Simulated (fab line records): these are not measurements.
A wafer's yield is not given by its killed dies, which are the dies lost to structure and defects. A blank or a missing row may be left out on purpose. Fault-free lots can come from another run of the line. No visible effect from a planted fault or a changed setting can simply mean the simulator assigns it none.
Chamber matching	flow n5Finfet	4 sister chambers for N5_DUMMY_GATE_ETCH_32 on rieSi-05
The step etches SiO2 in CF4, target depth 3.5 nm, time 3.9 s. 8 wafers are shown with their chamber, then 7 later ones without.

WAFERS WITH THEIR CHAMBER
wafer	chamber	drypumpMotorCurrentA (A)	throttleValvePct (%)
L074.4	3	5.4	21.53
L075.6	1	6.3	21.70
L076.1	3	5.4	21.55
L076.6	1	6.3	21.69
L082.3	0	5.7	22.24
L082.6	2	5.0	22.09
L090.1	0	5.7	22.26
L090.2	2	5.1	22.09

WAFERS WHOSE CHAMBER IS MISSING
wafer	drypumpMotorCurrentA (A)	throttleValvePct (%)
L090.5	5.7	22.25
L091.2	5.4	21.56
L091.3	6.2	21.69
L091.6	6.3	21.69
L096.1	5.4	21.54
L096.3	6.3	21.69
L096.5	6.3	21.69

WHICH CHAMBER EACH WENT THROUGH
wafer	from the rows above	in truth
L090.5	0	0
L091.2	3	3
L091.3	1	1
L091.6	1	1
L096.1	3	3
L096.3	1	1
L096.5	1	1
Correctly placed: 7 of 7. From these rows, 0 cannot be placed. 0 placed wrongly.
How it was worked out, from the rows above alone: a wafer's distance from a chamber is the root of the sum, over the readings, of the square of ((its reading less the chamber's mean) divided by the reading's scatter). The wafer belongs to the nearest chamber; if the next one is less than 2 further off, it can't be placed. Each chamber's mean is taken over the wafers shown for it. The scatter: take each reading less its chamber's mean, square it, sum over the shown wafers, divide by the number of wafers less the number of chambers, and take the root.
